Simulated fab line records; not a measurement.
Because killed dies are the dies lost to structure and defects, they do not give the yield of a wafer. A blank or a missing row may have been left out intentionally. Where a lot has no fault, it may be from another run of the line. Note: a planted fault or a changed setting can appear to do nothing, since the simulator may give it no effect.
Matching of chambers	flow n5-finfet	N5_SD_EPI_N_ETCH_16 on rie-diel-04: 4 sister chambers
The step etches SiO2 in CHF3/O2, target depth 5 nm. 22 wafers are shown with their chamber, then 11 later ones without.

== WAFERS, EACH WITH ITS CHAMBER ==
wafer	chamber	rf-vpp-V (V)	drypump-motor-current-A (A)	throttle-valve-pct (%)
L074.3	3	498	6.6	18.58
L074.4	2	541	4.9	18.46
L074.6	3	498	6.6	18.58
L075.1	0	528	5.7	18.86
L075.3	2	544	4.9	18.47
L075.6	3	498	6.5	18.57
L076.1	2	543	4.9	18.46
L076.4	0	529	5.7	18.89
L076.6	2	542	4.9	18.46
L079.2	1	547	6.3	18.94
L079.3	0	528	5.7	18.87
L079.4	2	544	4.9	18.46
L082.2	0	529	5.8	18.88
L082.5	0	528	5.7	18.89
L082.6	1	547	6.5	18.95
L084.2	0	529	5.7	18.87
L084.4	2	542	4.9	18.50
L084.5	3	498	6.5	18.61
L085.1	3	497	6.5	18.60
L085.2	0	528	5.8	18.88
L085.3	1	546	6.4	18.97
L087.2	1	547	6.4	18.98

SIGNATURES (means of the wafers above)
reading	chamber 0	chamber 1	chamber 2	chamber 3	scatter within a chamber
rf-vpp-V	528.43	546.75	542.67	497.80	0.767
drypump-motor-current-A	5.729	6.400	4.900	6.540	0.0507
throttle-valve-pct	18.8771	18.9600	18.4683	18.5880	0.0151
Rule: a wafer's distance from a chamber is the root of the sum, over the readings, of the square of ((its reading less the chamber's mean) divided by the reading's scatter). The wafer belongs to the nearest chamber; if the next one is less than 2 further off, it can't be placed. How the scatter is found: for the shown wafers, subtract from each reading the mean of its chamber, square and add these, divide the total by (wafers less chambers), then take the root.

== WAFERS MISSING THEIR CHAMBER ==
wafer	rf-vpp-V (V)	drypump-motor-current-A (A)	throttle-valve-pct (%)
L087.3	497	6.5	18.61
L087.5	543	4.9	18.49
L094.2	541	4.9	18.51
L094.3	497	6.5	18.64
L094.4	529	5.7	18.91
L095.2	541	4.9	18.50
L095.3	497	6.6	18.65
L095.5	543	4.9	18.51
L096.2	529	5.7	18.94
L096.3	548	6.3	19.00
L096.4	541	4.9	18.50

== WHICH CHAMBER EACH WENT THROUGH ==
wafer	from the rows above	in truth
L087.3	3	3
L087.5	2	2
L094.2	2	2
L094.3	3	3
L094.4	0	0
L095.2	2	2
L095.3	3	3
L095.5	2	2
L096.2	0	0
L096.3	1	1
L096.4	2	2
Placed correctly: 11 of 11. Can't be placed from these rows: 0. Placed wrongly: 0.
